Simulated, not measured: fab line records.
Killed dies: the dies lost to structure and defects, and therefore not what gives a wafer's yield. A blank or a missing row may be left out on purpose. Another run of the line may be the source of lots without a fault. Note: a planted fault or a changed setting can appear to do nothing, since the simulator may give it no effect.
Comparing a struck lot with a sound one | flow nandHarc | 15 out of 1302 route steps
Sound: wafers L284.4, L284.5, L284.6. Struck: wafers L305.2, L305.6. (L305.4 of the same lot was not struck and is left out.) The cause comes at the end.
Per side, at each step with rows, come the tool, then ch with its chambers, and then its first start. Under that, the readings that differ: sound wafers | struck wafers | difference of the means | sigmas: that difference in standard deviations of wafers without a fault.
alike: readings with means less than 2 such deviations apart, plus words and numbers identical on both sides. not compared: withheld readings, readings lacking a value on some wafer, bounds such as >300 that could conceal the same value, and numbers that have no deviation in the record and whose values overlap.
The two part at a step that has a row with sigmas, a row that says differs or no value, or rows on one side only. Numbers that have no deviation but don't overlap get no sigmas and don't part them. A reading missing from all wafers of one side parts the sides only when that side holds two or more wafers.

NHARC_A_ONON_D2_THK_MEAS_05: measures by ellipsometry.
  sound on filmMetro-02, day 15 10:11; struck on filmMetro-02, day 21 04:35
  alike: thkNm
after that, 1 step with no rows for these wafers: NHARC_A_ONON_D2_DEP_06 (target thk 1000 nm).
NHARC_A_ONON_D2_THK_MEAS_08: measures by ellipsometry.
  sound on filmMetro-01, day 15 10:45; struck on filmMetro-02, day 21 05:09
  alike: thkNm
after that, 1 step with no rows for these wafers: NHARC_A_ONON_D2_DEP_09 (target thk 1000 nm).
NHARC_A_ONON_D2_THK_MEAS_11: measures by ellipsometry.
  sound on filmMetro-01, day 15 11:19; struck on filmMetro-02, day 21 05:43
  alike: thkNm
after that, 1 step with no rows for these wafers: NHARC_A_ONON_D2_DEP_12 (target thk 1000 nm).
NHARC_A_ONON_D2_THK_MEAS_14: measures by ellipsometry.
  sound on filmMetro-02, day 15 11:53; struck on filmMetro-02, day 21 06:17
  alike: thkNm
then, 2 steps without rows for these wafers: NHARC_A_ONON_D2_ANNEAL_15 (time 3600 s); NHARC_A_ONON_D2_DEP_16 (target thk 1000 nm).
NHARC_A_ONON_D2_THK_MEAS_18: measures by ellipsometry.
  sound on filmMetro-02, day 15 19:40; struck on filmMetro-01, day 21 11:41
reading    | sound          | struck  | difference | sigmas
thkNm (nm) | 1011 1013 1011 | 982 983 | -29        | -2
after that, 1 step with no rows for these wafers: NHARC_A_ONON_D2_DEP_19 (target thk 1000 nm).
NHARC_A_ONON_D2_THK_MEAS_21: measures by ellipsometry.
  sound on filmMetro-01, day 15 20:15; struck on filmMetro-02, day 21 12:16
  alike: thkNm
NHARC_A_ONON_D2_DEP_22: target thk 1000 nm.
  sound on pecvdOnon-01 ch 0, day 15 20:28; struck on pecvdOnon-01 ch 0, day 21 12:41
NHARC_A_ONON_D2_THK_MEAS_24: measures by ellipsometry.
  sound on filmMetro-02, day 15 20:49; struck on filmMetro-02, day 21 13:08
reading    | sound          | struck  | difference | sigmas
thkNm (nm) | 1003 1002 1002 | 808 808 | -194       | -18
after that, 1 step with no rows for these wafers: NHARC_A_ONON_D2_DEP_25 (target thk 1000 nm).

## WHERE THEY PART
Last at NHARC_A_ONON_D2_THK_MEAS_24 as far as this record goes, first at NHARC_A_ONON_D2_THK_MEAS_18.

WHY: what had been put in by the simulator
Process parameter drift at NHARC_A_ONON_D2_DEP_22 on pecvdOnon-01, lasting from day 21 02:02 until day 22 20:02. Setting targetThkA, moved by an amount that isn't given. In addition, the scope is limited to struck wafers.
